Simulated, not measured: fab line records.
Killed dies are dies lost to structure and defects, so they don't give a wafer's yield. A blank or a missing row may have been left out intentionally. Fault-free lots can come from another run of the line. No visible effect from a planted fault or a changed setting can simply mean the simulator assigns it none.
Problem report in the 8D (eight disciplines) form, filled by code / flow n5 finfet / the parts of the form that need people (team, actions taken, sign-off) are left out

== 1. WHAT WENT WRONG ==
Across 2 wafers from 2 lots, M14_ILD_THK at N5_BEOL_M14_THK_MEAS_01 averages 1366 nm, while fault-free wafers read 1121 nm with a standard deviation of 14. That puts it +17 standard deviations away from the usual mean.
Seen first at day 16 01:31 on film metro-02, wafer L392.2. The record holds 33 wafers of 11 lots with a number at this step. Rule for "out" (also "out of limits"): further than 4 standard deviations from the usual mean. Any other wafer with a number is counted as sound.

== 2. WHAT IT IS, WHAT IT ISN'T ==
question=which readings at this step | is=M14_ILD_THK | is not=-
question=which lots | is=L392, L394 | is not=L375, L377, L380, L381, L382, L383, L385, L388, L396
question=which wafers of those lots | is=L392.2, L394.6 | is not=L392.1, L392.4, L394.1, L394.3
question=read on which gauges | is=film metro-01, film metro-02 | is not=-
question=when | is=from day 16 01:31 | is not=up to then (26 sound wafers); but 5 sound wafers of L394, L396 came after

== 3. WHAT RULES OUT EACH SUSPECT ==
Counting: if a tool at a process step up to the reading ran every lot that is out, it stays a suspect. Sound lots after the first of them don't rule it out here, since some wafers of a struck lot are sound.
- the gauge at N5_BEOL_M14_THK_MEAS_01 has been ruled out. 2 gauges (film metro-01, film metro-02) read the wafers that are out.
- pvd sputter-01 at N5_BEOL_M13_SPUTTER_43 (material TaN, target thk 15 nm, time 24.19 s): kept. It ran every lot that is out, first L392 (day 16 00:07).
- cmp-04 at N5_BEOL_M13_CMP_49 (polishes, stops on SiOC, t overpolish 17.1 s, target thk 420 nm): kept. It processed each lot that is out (first: L392, day 16 00:50); up to then, its last sound lot is L383 (day 13 20:11).
- pecvd-04 at N5_BEOL_M14_ILD_DEP_00 (deposits SiO2 from TEOS/O2, target thk 1119.3 nm, time 237.4 s): kept. It processed each lot that is out (first: L392, day 16 01:20); up to then, its last sound lot is L388 (day 15 04:09).
- At N5_BEOL_M13_CMP_49, inside cmp-04: chamber 2 took the wafers that are out, while their sound lot-mates went through chambers 0, 3.
After the count, these remain: pvd sputter-01 at N5_BEOL_M13_SPUTTER_43, cmp-04 at N5_BEOL_M13_CMP_49 and pecvd-04 at N5_BEOL_M14_ILD_DEP_00.

== 4. THE CAUSE (what the simulator had put in) ==
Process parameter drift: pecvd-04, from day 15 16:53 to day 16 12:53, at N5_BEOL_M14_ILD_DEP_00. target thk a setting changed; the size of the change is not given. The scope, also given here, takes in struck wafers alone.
After counting, 3 suspects remain, this tool included.

== 5. THE CHAIN OF EFFECTS, in route order ==
Rows list readings where the struck wafers' mean (over those with a number) sits beyond 3 standard deviations from the usual. Only readings whose record carries a usual standard deviation are examined. hours: median over the lots of the time between each lot's start at the first step of this table that gives one and its start at this step. sigmas: the change, counted in usual standard deviations.
hours=0; step=N5_BEOL_M14_THK_MEAS_01; reading=M14_ILD_THK; usual=1121 nm; on struck wafers=1366; change=+244; sigmas=+17

== 6. WHAT WOULD HAVE CAUGHT IT SOONER ==
The first out-of-limits reading at a measuring or inspecting step in this record came at day 16 01:31, 9 hours after the fault's start at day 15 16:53.
An alarm limit of 4 standard deviations would not have fired on the tool readings at N5_BEOL_M14_ILD_DEP_00 for which the record gives a usual standard deviation, since none of them was out on any struck wafer.
Of the lots that are out (2), L394 began N5_BEOL_M14_ILD_DEP_00 on pecvd-04 after day 16 01:31. Had the tool been put on hold then, it would have been spared.
